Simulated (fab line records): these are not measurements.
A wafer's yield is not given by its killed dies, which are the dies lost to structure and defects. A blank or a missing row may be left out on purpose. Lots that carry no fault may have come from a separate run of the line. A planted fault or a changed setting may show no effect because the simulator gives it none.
Chamber matching + flow n5-finfet + N5_SD_EPI_P_ETCHBACK_46 on rie-diel-02: 4 sister chambers
The step etches SiNx in CH3F/O2, stops on SiO2, target depth 17.5 nm. 20 wafers are shown with their chamber, then 10 later ones without.

== WAFERS PAIRED WITH THEIR CHAMBERS ==
| wafer  | chamber | showerhead-plenum-p-Torr (Torr) | drypump-motor-current-A (A) | throttle-valve-pct (%) |
|--------|---------|---------------------------------|-----------------------------|------------------------|
| L075.1 | 0       | 1.99                            | 5.8                         | 16.50                  |
| L075.3 | 3       | 2.00                            | 5.8                         | 16.23                  |
| L075.5 | 3       | 2.00                            | 5.8                         | 16.22                  |
| L076.1 | 2       | 2.08                            | 6.2                         | 16.40                  |
| L076.4 | 1       | 1.94                            | 6.0                         | 16.57                  |
| L076.6 | 2       | 2.08                            | 6.3                         | 16.39                  |
| L077.2 | 3       | 1.99                            | 5.9                         | 16.23                  |
| L077.5 | 1       | 1.94                            | 6.0                         | 16.57                  |
| L077.6 | 0       | 1.99                            | 5.8                         | 16.52                  |
| L078.1 | 1       | 1.94                            | 6.0                         | 16.56                  |
| L078.2 | 2       | 2.08                            | 6.3                         | 16.40                  |
| L078.4 | 3       | 2.00                            | 5.8                         | 16.22                  |
| L082.1 | 2       | 2.08                            | 6.3                         | 16.42                  |
| L082.3 | 3       | 1.99                            | 5.8                         | 16.25                  |
| L082.6 | 3       | 1.99                            | 5.8                         | 16.24                  |
| L088.1 | 2       | 2.08                            | 6.3                         | 16.45                  |
| L088.2 | 0       | 1.99                            | 5.8                         | 16.55                  |
| L088.4 | 1       | 1.94                            | 6.0                         | 16.60                  |
| L089.2 | 1       | 1.94                            | 6.0                         | 16.61                  |
| L089.3 | 0       | 1.98                            | 5.8                         | 16.54                  |

SIGNATURES (means of the wafers above)
| reading                  | chamber 0 | chamber 1 | chamber 2 | chamber 3 | scatter within a chamber |
|--------------------------|-----------|-----------|-----------|-----------|--------------------------|
| showerhead-plenum-p-Torr | 1.9875    | 1.9400    | 2.0800    | 1.9950    | 0.00375                  |
| drypump-motor-current-A  | 5.800     | 6.000     | 6.280     | 5.817     | 0.032                    |
| throttle-valve-pct       | 16.5275   | 16.5820   | 16.4120   | 16.2317   | 0.0199                   |
Rule: distance of a wafer from a chamber = root of the sum over the readings of ((wafer's reading minus chamber's mean) / reading's scatter) squared. If the next closest chamber is less than 2 further off than the closest, the wafer can't be placed; otherwise it belongs to the closest. How the scatter is found: for the shown wafers, subtract from each reading the mean of its chamber, square and add these, divide the total by (wafers less chambers), then take the root.

== WAFERS WHOSE CHAMBER IS MISSING ==
| wafer  | showerhead-plenum-p-Torr (Torr) | drypump-motor-current-A (A) | throttle-valve-pct (%) |
|--------|---------------------------------|-----------------------------|------------------------|
| L089.5 | 1.94                            | 6.1                         | 16.61                  |
| L092.1 | 1.98                            | 5.7                         | 16.57                  |
| L092.2 | 1.93                            | 6.0                         | 16.63                  |
| L092.5 | 1.93                            | 6.0                         | 16.61                  |
| L093.4 | 1.99                            | 5.8                         | 16.27                  |
| L093.5 | 1.93                            | 6.0                         | 16.63                  |
| L093.6 | 1.98                            | 5.8                         | 16.58                  |
| L097.1 | 1.98                            | 5.8                         | 16.28                  |
| L097.3 | 2.07                            | 6.3                         | 16.47                  |
| L097.5 | 1.93                            | 6.1                         | 16.66                  |

== THE CHAMBER EACH PASSED THROUGH ==
| wafer  | from the rows above | in truth |
|--------|---------------------|----------|
| L089.5 | 1                   | 1        |
| L092.1 | 0                   | 0        |
| L092.2 | 1                   | 1        |
| L092.5 | 1                   | 1        |
| L093.4 | 3                   | 3        |
| L093.5 | 1                   | 1        |
| L093.6 | 0                   | 0        |
| L097.1 | 3                   | 3        |
| L097.3 | 2                   | 2        |
| L097.5 | 1                   | 1        |
Correct placement for 10 of the 10. Not placeable from these rows: 0. Number placed wrongly: 0.
